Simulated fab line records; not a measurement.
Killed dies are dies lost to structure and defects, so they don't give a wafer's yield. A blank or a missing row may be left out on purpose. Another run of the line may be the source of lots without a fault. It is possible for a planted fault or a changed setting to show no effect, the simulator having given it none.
What tool caused it? ; flow n5-finfet ; 32 wafers from 11 lots sampled at 3 of the route's 1938 steps

WHAT EACH GAUGE READ, for each wafer
N5_BEOL_M7_OVL_MEAS_12. Usual: M7_OVL gives 0.3 nm (standard deviation 0.63).
lot;measured;on;M7_OVL (nm);flag
L783;day 9 02:23;overlay-01;0.4 -0.8 0.7;
L784;day 9 07:21;overlay-02;1.1 0.8 0.7;
L785;day 9 07:43;overlay-01;-0.4 0.0 -0.4;
L786;day 9 23:17;overlay-02;0.3 0.6 -0.6;
L789;day 10 10:06;overlay-02;0.9 0.7 -0.2;
L790;day 11 01:52;overlay-02;-0.7 0.0 -0.2;
L795;day 12 10:01;overlay-01;-0.5 0.2 0.1;
L800;day 13 09:42;overlay-01;-0.3 -0.6;
L799;day 13 23:51;overlay-02;0.7 -0.2 1.1;
L804;day 14 20:41;overlay-01;0.2 0.3 0.3;
L805;day 15 08:35;overlay-01;0.3 -0.4 -0.1;

N5_BEOL_M7_INSPECT_13: inspects for defects (brightfield). Usual: 412 for raw-defect-count, sd 93.
lot;measured;on;raw-defect-count;flag
L783;day 9 02:24;defect-inspect-02;224 259 305;
L784;day 9 07:22;defect-inspect-02;318 415 482;
L785;day 9 07:44;defect-inspect-02;318 473 519;
L786;day 9 23:18;defect-inspect-02;370 325 335;
L789;day 10 10:07;defect-inspect-01;601 274 448;
L790;day 11 01:53;defect-inspect-02;409 367 392;
L795;day 12 10:02;defect-inspect-01;315 206 269;
L800;day 13 09:44;defect-inspect-01;421 524;
L799;day 13 23:52;defect-inspect-02;268 388 244;
L804;day 14 20:43;defect-inspect-01;435 520 512;
L805;day 15 08:37;defect-inspect-01;301 415 407;

N5_BEOL_M7_CD_MEAS_18: pitch 80 nm, target cd 40 nm. Usual: 40.1 nm for cd-nm, sd 0.61.
lot;measured;on;cd-nm (nm);flag
L783;day 9 02:53;cd-sem-01;39.5 39.8 40.0;
L784;day 9 07:52;cd-sem-02;39.9 39.5 39.8;
L785;day 9 08:14;cd-sem-01;39.6 41.7 40.1;
L786;day 9 23:54;cd-sem-03;39.9 40.5 39.2;
L789;day 10 10:38;cd-sem-02;41.0 41.0 40.6;
L790;day 11 02:28;cd-sem-03;40.3 39.9 40.1;
L795;day 12 10:42;cd-sem-01;39.8 39.5 40.3;
L800;day 13 10:14;cd-sem-01;39.7 38.9;
L799;day 14 00:23;cd-sem-01;40.0 39.8 39.8;
L804;day 14 21:19;cd-sem-01;40.4 41.0 40.5;
L805;day 15 09:06;cd-sem-02;40.2 40.4 39.1;

TOOL THAT RAN EACH LOT (tool first, then ch and the chambers of the sampled wafers, then the start)
Before these readings, the record contains no process step.

AS READ BY THE TOOLS THEMSELVES (means over the sampled wafers that have a number; for cases with no such wafer, the mark the record gives instead)
The record holds no such reading with a usual standard deviation.

THE ANSWER, worked out from the rows above alone
Rule: a lot is off if the mean of its wafers that have a number lies more than 3 standard deviations from the usual mean. Also off: a lot with no number at a reading for which 4 or more lots have one. All remaining lots with rows at the step are treated as sound. First the gauges in route order, then the tools' own readings, where a lot's mean is used as printed above. At the first step where some lot is off, the reading lying furthest off is the one used; lots without a number count as furthest.
None of the lots is off at any reading shown; this tells nothing.

WHAT HAD BEEN PUT IN BY THE SIMULATOR
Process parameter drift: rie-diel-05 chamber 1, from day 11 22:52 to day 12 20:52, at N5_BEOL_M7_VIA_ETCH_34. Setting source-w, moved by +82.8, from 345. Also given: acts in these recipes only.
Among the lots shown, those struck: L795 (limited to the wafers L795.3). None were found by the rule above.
